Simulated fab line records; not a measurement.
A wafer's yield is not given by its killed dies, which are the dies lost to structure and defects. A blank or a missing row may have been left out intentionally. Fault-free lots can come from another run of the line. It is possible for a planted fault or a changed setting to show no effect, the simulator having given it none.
fab line records ; flow n5Finfet
record: lots: 5; wafers: 15; lastDay: 17
route steps=1938 shown BEOL_M1@799 BEOL_M4@1111 PASSIVATION@1936
lots untouched by any fault: they come from a run of this same line in which no faults occurred
startH: start of the lot's first displayed wafer, in hours after the record's first day ; waitH: hours from the lot's prior step to this one ; " the same as in the row above ; L1.1+2: a row that stands for several wafers ; - no value present, or no start provided ; * or withheld: withheld ; < > ~ a bound
route shown NAME@n: names a module that has steps shown in the file, with the first one's number in the route ; usual: mean/standard deviation of fault-free wafers ; same: alike in all rows ; chamber/n: place in a boat ; sites: per-site readings ; _std_site: standard deviation of those values ; _edge_site: mean of outer sites minus mean of inner sites ; radiusMm: how far each site lies from the wafer's centre ; mask NAME#n: copy n ; behind: the last tool/chamber to shape the wafer ; hold: why the lot was held/for how many hours/how that ended ; device: the transistor (n, p or np) that didn't switch ; end of line: the route-end tests of the same wafers ; step lacking rows: just its recipe ; killed: count of dies lost to structure and defects at first sort (not the wafer's yield) ; map: shows each die of a wafer: x if killed, . if not, _ if none is there
set.NAME: setting as actually run; set.NAME@STEP: the setting as run at that earlier step ; model.NAME: the simulator's own value behind a step, which no gauge read
certain route steps with their lots: each step a table, each wafer a row
services: from which hour (startH, from the record's first day; less than 0 if before it) a tool's chamber was out of use, for how many hours, and why
== steps ==
step: N5_BEOL_M1_STRIP_36
recipe: chemistry: N2/H2; powerW: 450; tempC: 40; pressureMtorr: 20; rfFrequencyHz: 6e+07; overashFraction: 0.3; biasPowerW: 7; h2Frac: 0.5; n2FlowSccm: 200; h2FlowSccm: 200
step: N5_BEOL_M1_TRENCH_ETCH_37
recipe: chemistry: C4F6/O2; targetDepthA: 552.07; target: SiOC; timeS: 29; ionEnergyEv: 250; pressureMtorr: 30; sourceW: 355; biasW: 185; Ar_flow_sccm: 300; C4F6_flow_sccm: 10; O2_flow_sccm: 10
step: N5_BEOL_M1_ETCH_41
recipe: chemistry: CH3F/O2; target: SiCN; targetDepthA: 319; taperDeg: 2; timeS: 57.8; ionEnergyEv: 120; maskMaterial: TiN; pressureMtorr: 30; sourceW: 395; biasW: 75; Ar_flow_sccm: 150; CH3F_flow_sccm: 30; O2_flow_sccm: 20
step: N5_BEOL_M1_STRIP_97
recipe: chemistry: N2/H2; timeS: 10; powerW: 450; tempC: 40; pressureMtorr: 20; rfFrequencyHz: 6e+07; biasPowerW: 7; n2FlowSccm: 200; h2FlowSccm: 200
step: N5_BEOL_M1_HM_STRIP_39
recipe: chemistry: peroxideTinStrip; material: TiN; targetDepthA: 250; tempC: 50; timeS: 158
step: N5_BEOL_M1_SRD_40
recipe: timeS: 30; tempC: 23; rinseLiquid: diw; dry: ipaMarangoni
step: N5_BEOL_M1_PRECLEAN_42
recipe: chemistry: residueRemover; timeS: 60; tempC: 40
step: N5_BEOL_M1_SRD_43
recipe: timeS: 30; tempC: 23; rinseLiquid: diw; dry: ipaMarangoni
step: N5_BEOL_M1_DEGAS_44
recipe: ambient: vacuum; tempC: 250; timeS: 60
step: N5_BEOL_M1_PRE_CLEAN_45
recipe: gas: H2/He; timeS: 30; tempC: 250
step: N5_BEOL_M1_ALD_84
recipe: material: TaN; targetThkA: *; tempC: 275; aldPrecursorFamily: PDMAT; aldCoReactant: NH3; pressureTorr: 3; carrierFlowSccm: 1500; pulseTimeS: 2; purgeTimeS: 3; coReactantPurgeTimeS: 2; coReactantPulseTimeS: 3; aldCycles: 30; precursorVesselTempC: 75; precursorVesselPressureTorr: 26.25; precursorVesselCarrierSccm: 1000
usual: aldCycles: 30/0; chamberPressureTorr: 3.000/0.0066; coReactantPulseTimeS: 3/0; heaterPowerW: 436/27
lot.wafer;tool;chamber;startH;waitH;aldCycles;chamberPressureTorr;coReactantPulseTimeS;heaterPowerW
L280.1;aldMetal-02;2;142.53;0.0;30;2.999;3;433
L280.3;aldMetal-02;0;142.53;0.0;30;3.005;3;397
L280.6;aldMetal-02;3;142.53;0.0;30;2.995;3;474
L290.1;aldMetal-02;1;202.74;0.0;-;-;-;-
L290.2;aldMetal-02;3;202.74;0.0;-;-;-;-
L290.6;aldMetal-02;0;202.74;0.0;-;-;-;-
L291.2;aldMetal-02;0;207.57;0.0;-;-;-;-
L291.3;aldMetal-02;3;207.57;0.0;-;-;-;-
L291.6;aldMetal-02;2;207.57;0.0;-;-;-;-
L292.1;aldMetal-03;0;212.31;0.0;-;-;-;-
L292.4;aldMetal-03;2;212.31;0.0;-;-;-;-
L292.6;aldMetal-03;3;212.31;0.0;-;-;-;-
L301.2;aldMetal-02;0;274.86;0.0;30;3.003;3;396
L301.4;aldMetal-02;3;274.86;0.0;30;2.989;3;480
L301.5;aldMetal-02;0;274.86;0.0;30;2.999;3;404
step: N5_BEOL_M1_SURFACE_TREAT_85
recipe: gas: Ar; timeS: *; ionEnergyEv: *; ionCurrentMaCm2: 0.5; pressureMtorr: *; arFlowSccm: 30
step: N5_BEOL_M1_CVD_47
recipe: material: Co; targetThkA: 30; tempC: withheld; precursor: CCTBA/H2; pressureTorr: 30; timeS: 223.8
step: N5_BEOL_M1_SPUTTER_48
recipe: material: Cu; targetThkA: 45; tempC: -20; chamberPressurePa: 0.07; powerW: withheld; timeS: 8.29
step: N5_BEOL_M1_ANNEAL_49
recipe: tempC: 400; timeS: 240; ambient: vacuum
step: N5_BEOL_M1_SPUTTER_79
recipe: material: Cu; targetThkA: 45; tempC: -20; chamberPressurePa: 0.07; powerW: withheld; timeS: 8.29
step: N5_BEOL_M1_ANNEAL_80
recipe: tempC: 400; timeS: 240; ambient: vacuum
step: N5_BEOL_M1_SPUTTER_81
recipe: material: Cu; targetThkA: 45; tempC: -20; chamberPressurePa: 0.07; powerW: withheld; timeS: 8.29
step: N5_BEOL_M1_ANNEAL_82
recipe: tempC: 400; timeS: 240; ambient: vacuum
step: N5_BEOL_M1_SPUTTER_86
recipe: material: Cu; targetThkA: 45; tempC: -20; chamberPressurePa: 0.07; powerW: withheld; timeS: 8.29
step: N5_BEOL_M1_ANNEAL_87
recipe: tempC: 400; timeS: 240; ambient: vacuum
step: N5_BEOL_M1_SPUTTER_88
recipe: material: Cu; targetThkA: 45; tempC: -20; chamberPressurePa: 0.07; powerW: withheld; timeS: 8.29
step: N5_BEOL_M1_ANNEAL_89
recipe: tempC: 400; timeS: 240; ambient: vacuum
step: N5_BEOL_M1_SPUTTER_90
recipe: material: Cu; targetThkA: 45; tempC: -20; chamberPressurePa: 0.07; powerW: withheld; timeS: 8.29
step: N5_BEOL_M1_ANNEAL_91
recipe: tempC: 400; timeS: 240; ambient: vacuum
step: N5_BEOL_M1_SPUTTER_92
recipe: material: Cu; targetThkA: 45; tempC: -20; chamberPressurePa: 0.07; powerW: withheld; timeS: 8.29
step: N5_BEOL_M1_ANNEAL_93
recipe: tempC: 400; timeS: 240; ambient: vacuum
step: N5_BEOL_M1_SPUTTER_94
recipe: material: Cu; targetThkA: 45; tempC: -20; chamberPressurePa: 0.07; powerW: withheld; timeS: 8.29
step: N5_BEOL_M1_ANNEAL_95
recipe: tempC: 400; timeS: 240; ambient: vacuum
step: N5_BEOL_M1_SPUTTER_96
recipe: material: Cu; targetThkA: 45; tempC: -20; chamberPressurePa: 0.07; powerW: withheld; timeS: 8.29
step: N5_BEOL_M1_ECD_50
recipe: material: Cu; targetThkA: 3000
step: N5_BEOL_M1_ANNEAL_51
recipe: tempC: 225; timeS: 90; ambient: N2
step: N5_BEOL_M1_CMP_52
recipe: stopOn: SiOC; tOverpolishS: 6.8; downForcePsi: 1; platenRpm: 50; clearingPlatenDownForcePsi: 1.5; clearingPlatenRpm: 50; postCmpClean: cuAlkaline; targetThkNm: 40; clearingPlatenPadVelocityMS: 0.99484; padVelocityMS: 0.99484
usual: barrierFieldEndpointS: 24.5/0.53; motorCurrentA: 6.3/0.61
lot.wafer;tool;chamber;startH;waitH;barrierFieldEndpointS;motorCurrentA
L280.3;cmp-04;3;145.27;0.2;24.7;5.6
L280.1;cmp-04;1;145.27;0.2;24.3;6.7
L280.6;cmp-04;3;145.27;0.2;24.7;5.7
L290.1;cmp-01;0;207.29;0.3;22.7;6.9
L290.2;cmp-01;1;207.29;0.3;22.4;6.2
L290.6;cmp-01;1;207.29;0.3;22.7;6.0
L291.3;cmp-04;1;210.35;0.2;22.1;6.6
L291.2;cmp-04;2;210.35;0.2;22.7;6.5
L291.6;cmp-04;2;210.35;0.2;23.0;6.5
L292.1;cmp-04;2;215.23;0.3;22.2;7.2
L292.4;cmp-04;3;215.23;0.3;23.5;6.0
L292.6;cmp-04;1;215.23;0.3;21.8;6.0
L301.2;cmp-04;1;277.66;0.2;23.8;6.4
L301.4;cmp-04;3;277.66;0.2;23.9;6.0
L301.5;cmp-04;1;277.66;0.2;24.0;6.6
step: N5_BEOL_M4_RC_MEAS_101
usual: DIBL_N: 36.5/1.4; DIBL_P: 36.6/1.6; IOFF_N: 0.160/0.024; IOFF_P: 0.217/0.029; ION_N: 674/8.7; ION_P: 464/6.5; SS_N: 71.6/0.47; SS_P: 73.4/0.57; VT_N: 250.0/2.5; VT_P: -250/3.1
lot.wafer;tool;chamber;startH;waitH;DIBL_N[mV/V];DIBL_P[mV/V];IOFF_N[nA/um];IOFF_P[nA/um];ION_N[uA/um];ION_P[uA/um];SS_N[mV/dec];SS_P[mV/dec];VT_N[mV];VT_P[mV]
L280.1;prober-01;0;185.45;0.0;37.1;37.6;0.187;0.222;687;466;72.2;73.6;246.3;-249
L280.3;prober-01;0;185.45;0.0;35.5;35.4;0.145;0.185;666;458;71.4;73.0;250.0;-252
L280.6;prober-01;0;185.45;0.0;35.0;34.4;0.145;0.177;667;456;71.6;72.6;251.0;-253
L301.2;prober-02;0;304.29;0.2;38.1;38.6;0.208;0.260;689;466;71.6;73.7;244.8;-247
L301.4;prober-02;0;304.29;0.2;37.4;36.5;0.174;0.223;680;465;72.1;73.2;249.1;-249
L301.5;prober-02;0;304.29;0.2;37.2;36.6;0.172;0.221;677;460;71.8;73.5;249.9;-250
step: N5_PASSIVATION_PROBE_49
usual: defectLimitedYield: 91.2/1.4; killed_at_M0_to_M3: 34/9.4; killed_at_M4_up: 13/5.8; killedAtContacts: 13/6.4; killedAtFrontEnd: 41/11; killedAtOther: 3.1/2.3; killedDies: 103/16; killedOnRim: 13/3.4; killedOpen: 69/12; killedShort: 33/7.8; sort_bin_4_leakage: 0/0; sort_bin_5_function: 5.1/0.91; sort_bin_6_memory: 3.3/0.63; sortNPass: 1077/16; sortYieldPct: 91.2/1.4
same: grossDies: 1180; killedAtBackSide: 0; sort_bin_8_speed[%]: 0
lot.wafer;tool;chamber;startH;waitH;defectLimitedYield[%];killed_at_M0_to_M3;killed_at_M4_up;killedAtContacts;killedAtFrontEnd;killedAtOther;killedDies;killedOnRim;killedOpen;killedShort;sort_bin_4_leakage[%];sort_bin_5_function[%];sort_bin_6_memory[%];sortNPass;sortYieldPct[%]
L280.1;prober-02;-;283.78;0.0;90.9;31;7;20;48;1;107;14;74;33;0;5.4;3.2;1073;90.9
L280.3;prober-02;-;283.88;0.1;90.0;42;15;6;50;5;118;11;77;41;0;5.8;3.7;1062;90.0
L280.6;prober-02;-;284.03;0.3;91.8;25;8;22;41;1;97;12;62;32;0;4.9;2.9;1083;91.8
L290.1;prober-02;-;342.81;0.0;0;1127;7;6;35;5;1180;152;53;37;92.37;4.1;3.3;0;0
L290.2;prober-02;-;342.86;0.1;0;1108;11;16;39;6;1180;152;71;39;90.68;5.4;3.6;0;0
L290.6;prober-02;-;343.06;0.3;0;1112;26;11;31;0;1180;152;81;21;91.19;5.2;3.5;0;0
L292.1;prober-01;-;355.30;0.0;0;1091;20;6;61;2;1180;152;77;36;90.17;6.2;3.5;0;0
L292.4;prober-01;-;355.45;0.2;0;1104;11;13;44;8;1180;152;75;29;91.02;4.6;4.2;0;0
L292.6;prober-01;-;355.55;0.3;0;1108;12;12;44;4;1180;152;63;36;91.44;4.7;3.4;0;0
L291.2;prober-02;-;365.05;0.1;0;1104;22;18;33;3;1180;152;61;31;92.12;4.4;3.1;0;0
L291.3;prober-02;-;365.10;0.1;0;1096;31;16;33;4;1180;152;74;38;90.42;5.8;3.3;0;0
L291.6;prober-02;-;365.25;0.3;0;1119;8;18;33;2;1180;152;63;22;92.54;3.5;3.6;0;0
L301.2;prober-01;-;411.81;0.1;90.5;27;14;18;53;0;112;16;77;35;0;5.3;3.6;1068;90.5
L301.4;prober-01;-;411.91;0.2;90.7;32;18;13;45;2;110;13;67;37;0;6.2;3.0;1070;90.7
L301.5;prober-01;-;411.96;0.2;91.8;21;11;12;48;5;97;11;58;37;0;4.7;3.2;1083;91.8
killed by level:class
L280.1 MOL_CONTACT_COAG:geometricParticle:open=12 FIN_SAQP:geometricParticle:open=11 MOL_CONTACT_COAG:geometricParticle:short=8 STI_FIN_REVEAL:geometricParticle:open=7 GATE_CUT:geometricParticle:short=7 BEOL_M2:geometricParticle:open=7 BEOL_M1:geometricParticle:open=7 FIN_SAQP:geometricParticle:short=5
L280.3 STI_FIN_REVEAL:geometricParticle:open=15 BEOL_M0_SAQP:geometricParticle:open=12 BEOL_M2:geometricParticle:open=8 FIN_SAQP:geometricParticle:short=7 ILD0:geometricParticle:short=7 BEOL_M0_SAQP:geometricParticle:short=6 FIN_SAQP:geometricParticle:open=5 STI_FIN_REVEAL:geometricParticle:short=5
L280.6 MOL_CONTACT_COAG:geometricParticle:open=15 FIN_SAQP:geometricParticle:open=12 MOL_CONTACT_COAG:geometricParticle:short=7 STI_FIN_REVEAL:geometricParticle:open=6 BEOL_M0_SAQP:geometricParticle:open=6 BEOL_M1:geometricParticle:open=5 BEOL_M0_SAQP:geometricParticle:short=4 STARTING-WAFER:geometricParticle:open=4
L290.1 BEOL_M1:areaAld=1070 M1:areaAld=20 BEOL_M0_SAQP:geometricParticle:short=13 BEOL_M2:geometricParticle:open=8 STI_FIN_REVEAL:geometricParticle:open=7 STARTING-WAFER:geometricParticle:short=7 MOL_CONTACT_COAG:geometricParticle:open=6 DUMMY_GATE:geometricParticle:open=5
L290.2 BEOL_M1:areaAld=1052 M1:areaAld=18 MOL_CONTACT_COAG:geometricParticle:open=13 BEOL_M0_SAQP:geometricParticle:open=11 STI_FIN_REVEAL:geometricParticle:open=10 BEOL_M0_SAQP:geometricParticle:short=10 BEOL_M2:geometricParticle:open=7 DUMMY_GATE:geometricParticle:open=5
L290.6 BEOL_M1:areaAld=1061 M1:areaAld=15 BEOL_M4:geometricParticle:open=13 BEOL_M2:geometricParticle:open=11 STI_FIN_REVEAL:geometricParticle:open=8 MOL_CONTACT_COAG:geometricParticle:open=8 BEOL_M0_SAQP:geometricParticle:open=6 BEOL_M0_SAQP:geometricParticle:short=6
L292.1 BEOL_M1:areaAld=1039 M1:areaAld=25 STI_FIN_REVEAL:geometricParticle:open=20 BEOL_M0_SAQP:geometricParticle:open=10 ILD0:geometricParticle:open=8 FIN_SAQP:geometricParticle:short=6 FIN_SAQP:geometricParticle:open=6 BEOL_M4:geometricParticle:open=6
L292.4 BEOL_M1:areaAld=1055 M1:areaAld=19 STI_FIN_REVEAL:geometricParticle:open=14 MOL_CONTACT_COAG:geometricParticle:open=9 BEOL_M0_SAQP:geometricParticle:open=7 BEOL_M3:geometricParticle:open=7 FIN_SAQP:geometricParticle:open=6 GATE_CUT:geometricParticle:short=6
L292.6 BEOL_M1:areaAld=1062 M1:areaAld=17 FIN_SAQP:geometricParticle:open=9 MOL_CONTACT_COAG:geometricParticle:open=9 BEOL_M0_SAQP:geometricParticle:open=8 FIN_SAQP:geometricParticle:short=7 BEOL_M0_SAQP:geometricParticle:short=6 STI_FIN_REVEAL:geometricParticle:open=5
L291.2 BEOL_M1:areaAld=1072 M1:areaAld=15 MOL_CONTACT_COAG:geometricParticle:open=14 FIN_SAQP:geometricParticle:short=10 BEOL_M4:geometricParticle:open=7 BEOL_M1:geometricParticle:open=6 BEOL_M0_SAQP:geometricParticle:short=5 STI_FIN_REVEAL:geometricParticle:open=5
L291.3 BEOL_M1:areaAld=1053 M1:areaAld=14 BEOL_M4:geometricParticle:open=13 MOL_CONTACT_COAG:geometricParticle:open=12 BEOL_M0_SAQP:geometricParticle:short=10 DUMMY_GATE:geometricParticle:open=7 BEOL_M0_SAQP:geometricParticle:open=7 BEOL_M4:geometricParticle:short=6
L291.6 BEOL_M1:areaAld=1078 MOL_CONTACT_COAG:geometricParticle:open=16 M1:areaAld=14 STARTING-WAFER:geometricParticle:open=9 STI_FIN_REVEAL:geometricParticle:open=7 BEOL_M0_SAQP:geometricParticle:open=5 BEOL_M1:geometricParticle:short=5 BEOL_M3:geometricParticle:open=5
L301.2 MOL_CONTACT_COAG:geometricParticle:open=15 FIN_SAQP:geometricParticle:open=13 STI_FIN_REVEAL:geometricParticle:open=9 BEOL_M0_SAQP:geometricParticle:short=7 BEOL_M1:geometricParticle:open=7 DUMMY_GATE:geometricParticle:open=6 GATE_CUT:geometricParticle:short=6 BEOL_M4:geometricParticle:open=6
L301.4 FIN_SAQP:geometricParticle:short=13 MOL_CONTACT_COAG:geometricParticle:open=10 BEOL_M0_SAQP:geometricParticle:open=8 STI_FIN_REVEAL:geometricParticle:open=7 BEOL_M4:geometricParticle:open=7 BEOL_M1:geometricParticle:open=6 BEOL_M2:geometricParticle:open=6 GATE_CUT:geometricParticle:short=4
L301.5 STI_FIN_REVEAL:geometricParticle:open=11 FIN_SAQP:geometricParticle:short=10 MOL_CONTACT_COAG:geometricParticle:open=9 BEOL_M4:geometricParticle:open=8 BEOL_M0_SAQP:geometricParticle:short=7 GATE_CUT:geometricParticle:short=6 FIN_SAQP:geometricParticle:open=5 DUMMY_GATE:geometricParticle:open=5
map L290.1 (x killed, . not)
_________________xxxxxxxxxxxx________________
______________xxxxxxxxxxxxxxxxxx_____________
___________xxxxxxxxxxxxxxxxxxxxxxxx__________
__________xxxxxxxxxxxxxxxxxxxxxxxxxx_________
________xxxxxxxxxxxxxxxxxxxxxxxxxxxxxx_______
_______xxxxxxxxxxxxxxxxxxxxxxxxxxxxxxxx______
______xxxxxxxxxxxxxxxxxxxxxxxxxxxxxxxxxx_____
_____xxxxxxxxxxxxxxxxxxxxxxxxxxxxxxxxxxxx____
____xxxxxxxxxxxxxxxxxxxxxxxxxxxxxxxxxxxxxx___
___xxxxxxxxxxxxxxxxxxxxxxxxxxxxxxxxxxxxxxxx__
___xxxxxxxxxxxxxxxxxxxxxxxxxxxxxxxxxxxxxxxx__
__xxxxxxxxxxxxxxxxxxxxxxxxxxxxxxxxxxxxxxxxxx_
__xxxxxxxxxxxxxxxxxxxxxxxxxxxxxxxxxxxxxxxxxx_
_xxxxxxxxxxxxxxxxxxxxxxxxxxxxxxxxxxxxxxxxxxxx
_xxxxxxxxxxxxxxxxxxxxxxxxxxxxxxxxxxxxxxxxxxxx
_xxxxxxxxxxxxxxxxxxxxxxxxxxxxxxxxxxxxxxxxxxxx
_xxxxxxxxxxxxxxxxxxxxxxxxxxxxxxxxxxxxxxxxxxxx
_xxxxxxxxxxxxxxxxxxxxxxxxxxxxxxxxxxxxxxxxxxxx
_xxxxxxxxxxxxxxxxxxxxxxxxxxxxxxxxxxxxxxxxxxxx
_xxxxxxxxxxxxxxxxxxxxxxxxxxxxxxxxxxxxxxxxxxxx
_xxxxxxxxxxxxxxxxxxxxxxxxxxxxxxxxxxxxxxxxxxxx
__xxxxxxxxxxxxxxxxxxxxxxxxxxxxxxxxxxxxxxxxxx_
__xxxxxxxxxxxxxxxxxxxxxxxxxxxxxxxxxxxxxxxxxx_
___xxxxxxxxxxxxxxxxxxxxxxxxxxxxxxxxxxxxxxxx__
___xxxxxxxxxxxxxxxxxxxxxxxxxxxxxxxxxxxxxxxx__
____xxxxxxxxxxxxxxxxxxxxxxxxxxxxxxxxxxxxxx___
_____xxxxxxxxxxxxxxxxxxxxxxxxxxxxxxxxxxxx____
______xxxxxxxxxxxxxxxxxxxxxxxxxxxxxxxxxx_____
_______xxxxxxxxxxxxxxxxxxxxxxxxxxxxxxxx______
________xxxxxxxxxxxxxxxxxxxxxxxxxxxxxx_______
__________xxxxxxxxxxxxxxxxxxxxxxxxxx_________
___________xxxxxxxxxxxxxxxxxxxxxxxx__________
______________xxxxxxxxxxxxxxxxxx_____________
_________________xxxxxxxxxxxx________________
map L291.2 (x killed, . not)
_________________xxxxxxxxxxxx________________
______________xxxxxxxxxxxxxxxxxx_____________
___________xxxxxxxxxxxxxxxxxxxxxxxx__________
__________xxxxxxxxxxxxxxxxxxxxxxxxxx_________
________xxxxxxxxxxxxxxxxxxxxxxxxxxxxxx_______
_______xxxxxxxxxxxxxxxxxxxxxxxxxxxxxxxx______
______xxxxxxxxxxxxxxxxxxxxxxxxxxxxxxxxxx_____
_____xxxxxxxxxxxxxxxxxxxxxxxxxxxxxxxxxxxx____
____xxxxxxxxxxxxxxxxxxxxxxxxxxxxxxxxxxxxxx___
___xxxxxxxxxxxxxxxxxxxxxxxxxxxxxxxxxxxxxxxx__
___xxxxxxxxxxxxxxxxxxxxxxxxxxxxxxxxxxxxxxxx__
__xxxxxxxxxxxxxxxxxxxxxxxxxxxxxxxxxxxxxxxxxx_
__xxxxxxxxxxxxxxxxxxxxxxxxxxxxxxxxxxxxxxxxxx_
_xxxxxxxxxxxxxxxxxxxxxxxxxxxxxxxxxxxxxxxxxxxx
_xxxxxxxxxxxxxxxxxxxxxxxxxxxxxxxxxxxxxxxxxxxx
_xxxxxxxxxxxxxxxxxxxxxxxxxxxxxxxxxxxxxxxxxxxx
_xxxxxxxxxxxxxxxxxxxxxxxxxxxxxxxxxxxxxxxxxxxx
_xxxxxxxxxxxxxxxxxxxxxxxxxxxxxxxxxxxxxxxxxxxx
_xxxxxxxxxxxxxxxxxxxxxxxxxxxxxxxxxxxxxxxxxxxx
_xxxxxxxxxxxxxxxxxxxxxxxxxxxxxxxxxxxxxxxxxxxx
_xxxxxxxxxxxxxxxxxxxxxxxxxxxxxxxxxxxxxxxxxxxx
__xxxxxxxxxxxxxxxxxxxxxxxxxxxxxxxxxxxxxxxxxx_
__xxxxxxxxxxxxxxxxxxxxxxxxxxxxxxxxxxxxxxxxxx_
___xxxxxxxxxxxxxxxxxxxxxxxxxxxxxxxxxxxxxxxx__
___xxxxxxxxxxxxxxxxxxxxxxxxxxxxxxxxxxxxxxxx__
____xxxxxxxxxxxxxxxxxxxxxxxxxxxxxxxxxxxxxx___
_____xxxxxxxxxxxxxxxxxxxxxxxxxxxxxxxxxxxx____
______xxxxxxxxxxxxxxxxxxxxxxxxxxxxxxxxxx_____
_______xxxxxxxxxxxxxxxxxxxxxxxxxxxxxxxx______
________xxxxxxxxxxxxxxxxxxxxxxxxxxxxxx_______
__________xxxxxxxxxxxxxxxxxxxxxxxxxx_________
___________xxxxxxxxxxxxxxxxxxxxxxxx__________
______________xxxxxxxxxxxxxxxxxx_____________
_________________xxxxxxxxxxxx________________
== services ==
tool;chamber;startH;hours;kind
cmp-01;-;119.10;-;consumableReplace:conditioner
cmp-01;-;119.10;-;consumableReplace:pad
cmp-01;-;132.38;17.3;repair
aldMetal-03;1;134.76;5.5;repair
aldMetal-03;3;178.68;-;calibration
cmp-04;-;194.47;1.4;repair
aldMetal-03;-;206.57;4.3;pm
cmp-04;-;220.43;0.9;repair
cmp-04;-;223.47;4.0;pm
cmp-04;-;227.47;-;consumableReplace:conditioner
cmp-04;-;227.47;-;consumableReplace:pad
aldMetal-02;3;230.95;3.0;repair
cmp-01;-;272.53;4.6;pm
== key ==
firstSign: step: N5_BEOL_M1_ALD_84; reading: toolRecord; direction: missing
effect: step: N5_BEOL_M1_CMP_52; reading: barrierFieldEndpointS; direction: down; sigmas: 3.6; usual: 24.5; struck: 22.5
effect: step: N5_PASSIVATION_PROBE_49; reading: sort_bin_4_leakage; direction: up; sigmas: 99+; usual: 0; struck: 91.33
moreKillsBornAt: N5_BEOL_M1_ALD_84@aldMetal-02: 6482; N5_BEOL_M1_ALD_84@aldMetal-03: 3217
metAt N5_BEOL_M1_ALD_84
struckWafers L290.1,L290.2,L290.6,L291.2,L291.3,L291.6,L292.1,L292.4,L292.6
laterRowsLeftOut L290.1,L290.2,L290.6,L291.2,L291.3,L291.6,L292.1,L292.4,L292.6
onsetBetween 142.53 202.74
fault: kind: skippedStepWhole; tool: aldMetal-02,aldMetal-03; chamber: -; onsetH: 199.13; steps: N5_BEOL_M1_ALD_84; scope: struckLotsOnly
laterRowsLeftOut: the simulator's readings of these wafers behind a module that went badly wrong aren't trusted and aren't shown, but for the sort
